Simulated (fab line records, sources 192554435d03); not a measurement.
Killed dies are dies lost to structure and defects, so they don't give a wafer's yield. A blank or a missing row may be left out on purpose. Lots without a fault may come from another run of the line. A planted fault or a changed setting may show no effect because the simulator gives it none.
fab line records | flow n5_finfet
record lots=7 wafers=39
route steps=1938 shown BEOL_M11@1579 BEOL_M13@1694 TV_LITHO@1881 PASSIVATION@1910
start_h: hours from the record's first day to the start of the lot's first wafer shown | wait_h: hours since the lot's step before | " the same as in the row above | L1.1+2: a row that stands for several wafers | - no value, or no start given | * or withheld: withheld | < > ~ a bound
route shown NAME@n: a module of which the file shows steps, and the number in the route of the first | usual: mean/standard deviation of fault-free wafers | same: alike in all rows | chamber/n: place in a boat | sites: the reading at each site | _std_site: their standard deviation | _edge_site: outer sites' mean less inner sites' | radius_mm: how far each site lies from the wafer's centre | mask NAME#n: copy n | behind: the tool/chamber that last shaped the wafer | hold: why the lot was held/for how many hours/how that ended | device: the transistor (n, p or np) that didn't switch | end of line: the same wafers' tests at the end of the route | a step without rows: its recipe alone | killed: dies lost to structure and defects at the first sort, not the wafer's yield | map: a wafer's dies, x killed, . not, _ none there
set.NAME: the setting as run; set.NAME@STEP: as run at that earlier step | model.NAME: the simulator's own value behind a step, which no gauge read
lots whose settings were changed on purpose; a table a step, a row a wafer
## steps
# step N5_BEOL_M11_ETCH_41
# recipe chemistry=CH3F/O2 target=SiCN target_depth_a=426 taper_deg=2 time_s=86 ion_energy_ev=120 mask_material=TiN pressure_mtorr=30 source_w=395 bias_w=75 Ar_flow_sccm=150 CH3F_flow_sccm=30 O2_flow_sccm=20
# columns lot.wafer tool chamber start_h wait_h set.time_s model.etch.depth_nm
L074.1 rie_diel-05 2 - - 86 30.25
L074.2 " 1 " " 86 31.61
L074.3 " 3 " " 86 33.6
L074.4 " 0 " " 86 31.85
L074.5 " 2 " " 86 30.08
L074.6 " 3 " " 86 33.57
L082.1 rie_diel-05 0 - - 86 31.82
L082.2 " 2 " " 86 32.08
L082.3 " 1 " " 86 31.15
L082.4 " 3 " " 86 33.2
L082.5 " 0 " " 86 31.64
L082.6 " 3 " " 86 33.19
L086.1 rie_diel-01 3 - - 69.76 26.96
L086.2 " 0 " " 69.76 26.44
L086.3 " 1 " " 86 32.69
L086.4 " 1 " " 69.76 26.36
L086.5 " 0 " " 86 32.28
L086.6 " 3 " " 86 33.08
L089.1 rie_diel-01 0 - - 86 32.27
L089.2 " 3 " " 69.29 26.13
L089.3 " 2 " " 86 33.93
L089.4 " 1 " " 86 31.77
L089.5 " 3 " " 69.29 26.28
L089.6 " 2 " " 69.29 27.14
L093.1 rie_diel-06 1 - - 86 34.18
L093.5 " 1 " " 86 33.83
L093.6 " 2 " " 86 32.58
L094.1 rie_diel-05 3 - - 86 33.27
L094.2 " 0 " " 117 43.43
L094.3 " 1 " " 86 31.45
L094.4 " 2 " " 117 43.28
L094.5 " 1 " " 117 42.74
L094.6 " 0 " " 86 31.78
L095.1 rie_diel-05 3 - - 65.15 25.11
L095.2 " 0 " " 65.15 23.98
L095.3 " 1 " " 86 31.31
L095.4 " 2 " " 65.15 24.22
L095.5 " 2 " " 86 32.01
L095.6 " 1 " " 86 31.56
# step N5_BEOL_M13_ETCH_68
# recipe chemistry=N2/H2 target=SOC mask_material=SiARC source_w=3000 bias_w=350 temp_c=40 time_s=355 ion_energy_ev=200 pressure_mtorr=30 n2_flow_sccm=200 h2_flow_sccm=200
# columns lot.wafer tool chamber start_h wait_h set.time_s model.SiARC_of_BEOL_M13_COAT_66.thk_nm
L074.1 rie_diel-06 1 256.44 0.1 438.9 68.8
L074.2 " 3 " " 355 76.4
L074.3 " 0 " " 438.9 69
L074.4 " 2 " " 438.9 68
L074.5 " 2 " " 355 76
L074.6 " 3 " " 355 76.6
L082.1 rie_diel-05 0 338.77 0.1 250.3 87.2
L082.2 " 2 " " 355 76.6
L082.3 " 3 " " 355 77.4
L082.4 " 1 " " 355 78.6
L082.5 " 3 " " 250.3 87
L082.6 " 2 " " 250.3 86
L086.1 rie_diel-06 2 351.61 0.1 212.8 90
L086.2 " 3 " " 355 76.6
L086.3 " 0 " " 212.8 90.8
L086.4 " 3 " " 355 76.4
L086.5 " 0 " " 212.8 90.4
L086.6 " 2 " " 355 76.8
L089.1 rie_diel-05 2 383.36 0.1 524.8 60.4
L089.2 " 0 " " 524.8 61.6
L089.3 " 1 " " 355 78.6
L089.4 " 3 " " 355 76.8
L089.5 " 2 " " 355 76.2
L089.6 " 1 " " 524.8 63.6
L093.1 rie_diel-06 3 387.96 0.1 355 76.8
L093.5 " 1 " " 355 75.6
L093.6 " 0 " " 355 78
L094.1 rie_diel-05 1 400.08 0.1 355 79.2
L094.2 " 0 " " 299.6 83.4
L094.3+5 " 3,0 " " 355 77.6
L094.4 " 2 " " 299.6 82
L094.6 " 3 " " 299.6 82.8
L095.1+4 rie_diel-05 3 407.61 0.1 355 77.4
L095.2+5 " 1 " " 160.1 95.6
L095.3 " 2 " " 160.1 95.4
L095.6 " 2 " " 355 76.8
# step N5_PASSIVATION_DEVELOP_09
# recipe develop_time_s=60 rinse_liquid=diw dry=air_spin dev_temp_c=21
# columns lot.wafer tool chamber start_h wait_h set.develop_time_s
L074.1+2+3 litho_track-04 0 - - 50.64
L074.4+5+6 " 0 " " 60
L082.1+4+6 litho_track-03 0 - - 60
L082.2+3+5 " 0 " " 28.3
L086.1+4+5 litho_track-03 0 - - 60
L086.2+3+6 " 0 " " 81.28
L089.1+4+5 litho_track-03 0 - - 60
L089.2+3+6 " 0 " " 89.78
L093.1+5+6 litho_track-03 0 - - 60
L094.1+2+6 litho_track-02 0 - - 69.88
L094.3+4+5 " 0 " " 60
L095.1+2+3+4+5+6 litho_track-02 0 - - 60
# step N5_PASSIVATION_HARDBAKE_11
# recipe temp_c=130 time_s=120
# step N5_PASSIVATION_CD_MEAS_10
# recipe target_cd_nm=3000 landing_energy_ev=500 detector=se_inlens
# usual cd_nm=3001.2/2.6
# columns lot.wafer tool chamber start_h wait_h set.develop_time_s@PASSIVATION_DEVELOP_09 cd_nm
L074.1 cd_sem-01 0 278.94 - 50.64 3000.0
L074.2 " 0 " " 50.64 2996.9
L074.3 " 0 " " 50.64 2999.0
L074.4 " 0 " " 60 2999.5
L074.5 " 0 " " 60 2999.6
L074.6 " 0 " " 60 3002.0
L082.1 cd_sem-01 0 365.29 - 60 3002.1
L082.2 " 0 " " 28.3 2985.0
L082.3 " 0 " " 28.3 2985.3
L082.4 " 0 " " 60 3005.2
L082.5 " 0 " " 28.3 2982.9
L082.6 " 0 " " 60 3000.6
L086.1 cd_sem-02 0 373.69 - 60 3005.7
L086.2 " 0 " " 81.28 3008.2
L086.3 " 0 " " 81.28 3009.1
L086.4 " 0 " " 60 3002.7
L086.5 " 0 " " 60 3003.9
L086.6 " 0 " " 81.28 3009.9
L089.1 cd_sem-03 0 409.74 - 60 3001.6
L089.2 " 0 " " 89.78 3012.3
L089.3 " 0 " " 89.78 3011.4
L089.4 " 0 " " 60 3003.4
L089.5 " 0 " " 60 3002.7
L089.6 " 0 " " 89.78 3013.2
L093.1 cd_sem-01 0 409.96 - 60 3001.9
L093.5 " 0 " " 60 2999.9
L093.6 " 0 " " 60 3001.2
L094.1 cd_sem-02 0 421.69 - 69.88 3009.3
L094.2 " 0 " " 69.88 3008.3
L094.3 " 0 " " 60 2999.5
L094.4 " 0 " " 60 2997.0
L094.5 " 0 " " 60 3002.9
L094.6 " 0 " " 69.88 3003.7
L095.1 cd_sem-01 0 431.40 - 60 3001.3
L095.2 " 0 " " 60 3000.9
L095.3 " 0 " " 60 3005.4
L095.4 " 0 " " 60 3004.1
L095.5 " 0 " " 60 2997.6
L095.6 " 0 " " 60 2996.4
# step N5_PASSIVATION_DESCUM_12
# recipe chemistry=O2 time_s=7.9 source_power_w=50 bias_power_w=20 pressure_mtorr=20 rf_frequency_hz=2.712e+07 temp_c=40 o2_flow_sccm=225
# columns lot.wafer tool chamber start_h wait_h set.develop_time_s@PASSIVATION_DEVELOP_09 model.TV_LITHO.cd_nm
L074.1 rie_diel-01 3 279.03 0.0 50.64 3000
L074.2 " 0 " " 50.64 2997
L074.3 " 2 " " 50.64 2999
L074.4+5 " 1,0 " " 60 3000
L074.6 " 1 " " 60 3002
L082.1 rie_diel-05 0 365.38 0.0 60 3002
L082.2 " 1 " " 28.3 2985
L082.3 " 2 " " 28.3 2986
L082.4 " 3 " " 60 3005
L082.5 " 3 " " 28.3 2983
L082.6 " 2 " " 60 3001
L086.1 rie_diel-05 1 373.85 0.1 60 3006
L086.2 " 2 " " 81.28 3008
L086.3 " 0 " " 81.28 3009
L086.4 " 3 " " 60 3003
L086.5 " 0 " " 60 3004
L086.6 " 3 " " 81.28 3010
L089.1 rie_diel-06 1 410.05 0.3 60 3001
L089.2 " 2 " " 89.78 3012
L089.3 " 0 " " 89.78 3011
L089.4 " 3 " " 60 3004
L089.5 " 1 " " 60 3003
L089.6 " 2 " " 89.78 3013
L093.1+6 rie_diel-01 2,1 410.98 1.0 60 3002
L093.5 " 0 " " 60 3000
L094.1 rie_diel-06 1 421.78 0.0 69.88 3009
L094.2 " 3 " " 69.88 3008
L094.3 " 0 " " 60 2999
L094.4 " 2 " " 60 2997
L094.5 " 1 " " 60 3002
L094.6 " 0 " " 69.88 3004
L095.1 rie_diel-05 2 431.56 0.1 60 3002
L095.2 " 0 " " 60 3001
L095.3 " 1 " " 60 3006
L095.4 " 3 " " 60 3004
L095.5 " 0 " " 60 2998
L095.6 " 1 " " 60 2997
# step N5_PASSIVATION_ETCH_59
# recipe chemistry=Cl2/BCl3 target=TaN target_depth_a=650 time_s=34.9 ion_energy_ev=100 pressure_mtorr=10 icp_w=900 bias_w=100 Cl2_flow_sccm=60 bcl3_flow_sccm=30
# columns lot.wafer tool chamber start_h wait_h set.time_s model.etch.depth_nm
L074.1 rie_metal-02 0 281.68 0.3 34.9 67.41
L074.2 " 1 " " 46.1 87.25
L074.3 " 0 " " 34.9 67.02
L074.4 " 1 " " 46.1 87.54
L074.5 " 1 " " 34.9 66.88
L074.6 " 0 " " 46.1 88.95
L082.1 rie_metal-02 0 367.51 0.3 34.9 67.46
L082.2 " 1 " " 34.9 67.02
L082.3 " 0 " " 19.48 37.82
L082.4 " 1 " " 19.48 37.27
L082.5 " 1 " " 19.48 37.06
L082.6 " 0 " " 34.9 67.85
L086.1 rie_metal-03 0 376.40 0.3 29 56.19
L086.2 " 1 " " 34.9 60.57
L086.3 " 1 " " 34.9 60.44
L086.4 " 0 " " 29 56.62
L086.5 " 0 " " 34.9 67.6
L086.6 " 1 " " 29 50.19
L089.1 rie_metal-01 1 412.38 0.3 34.9 59.13
L089.2 " 0 " " 34.9 63.24
L089.3 " 1 " " 34.9 59.53
L089.4 " 0 " " 34.9 62.59
L089.5 " 0 " " 34.9 62.71
L089.6 " 1 " " 34.9 59.39
L093.1 rie_metal-03 1 413.16 0.3 34.9 60.81
L093.5 " 1 " " 34.9 61.14
L093.6 " 0 " " 34.9 68.34
L094.1 rie_metal-03 1 423.94 0.3 45.87 79.08
L094.2 " 0 " " 45.87 88.46
L094.3 " 1 " " 45.87 78.23
L094.4 " 0 " " 34.9 66.74
L094.5 " 0 " " 34.9 66.71
L094.6 " 1 " " 34.9 59.83
L095.1 rie_metal-03 0 433.65 0.3 34.9 66.93
L095.2 " 1 " " 34.9 59.62
L095.3 " 1 " " 34.9 60.22
L095.4 " 0 " " 34.9 67.04
L095.5 " 1 " " 34.9 59.95
L095.6 " 0 " " 34.9 66.78
## key
split step=N5_BEOL_M11_ETCH_41 setting=time_s stated=86 by=wafer
response step=N5_BEOL_M11_ETCH_41 reading=model.etch.depth_nm change=+0.307 per=1% r=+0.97
split step=N5_BEOL_M13_ETCH_68 setting=time_s stated=355 by=wafer
response step=N5_BEOL_M13_ETCH_68 reading=model.SiARC_of_BEOL_M13_COAT_66.thk_nm change=-0.329 per=1% r=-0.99
split step=N5_PASSIVATION_DEVELOP_09 setting=develop_time_s stated=60 by=wafer
response step=N5_PASSIVATION_CD_MEAS_10 reading=cd_nm change=+0.252 per=1% r=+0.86
response step=N5_PASSIVATION_DESCUM_12 reading=model.TV_LITHO.cd_nm change=+0.25 per=1% r=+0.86
split step=N5_PASSIVATION_ETCH_59 setting=time_s stated=34.9 by=wafer
response step=N5_PASSIVATION_ETCH_59 reading=model.etch.depth_nm change=+0.632 per=1% r=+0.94
